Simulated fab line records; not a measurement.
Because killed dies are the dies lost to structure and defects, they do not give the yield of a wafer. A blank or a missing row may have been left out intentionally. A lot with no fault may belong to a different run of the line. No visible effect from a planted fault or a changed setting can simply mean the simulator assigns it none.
Chamber matching ; flow n5 finfet ; N5_MOL_CONTACT_COAG_ALD_27 on ald sin-03 has 3 sister chambers
The step deposits SiOC, target thk 17 nm, pulse time 1.5 s, time 2720 s. 3 wafers are shown with their chamber, then 7 later ones without.

## WAFERS PAIRED WITH THEIR CHAMBERS
wafer;chamber;heater power w (W)
L089.3;0;982
L092.1;1;760
L092.2;2;808

## WAFERS MISSING THEIR CHAMBER
wafer;heater power w (W)
L092.3;993
L093.2;997
L093.3;768
L093.4;790
L094.1;789
L094.5;776
L094.6;791

## WHICH CHAMBER EACH WENT THROUGH
wafer;from the rows above;in truth
L092.3;0;0
L093.2;0;0
L093.3;1;1
L093.4;can't be placed: 2 or 1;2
L094.1;can't be placed: 2 or 1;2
L094.5;can't be placed: 1 or 2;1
L094.6;can't be placed: 2 or 1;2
Correct placement for 3 of the 7. Not placeable from these rows: 4 (in 4, the candidates include the true chamber). Wrongly placed: 0.
How it was worked out, from the rows above alone: a wafer's distance from a chamber is the root of the sum, over the readings, of the square of ((its reading less the chamber's mean) divided by the reading's scatter). The wafer belongs to the nearest chamber; if the next one is less than 2 further off, it can't be placed. The mean given for a chamber averages the wafers shown for that chamber. The scatter: root of mean squared gap, hidden wafer to nearest shown wafer, with one shown wafer a chamber.
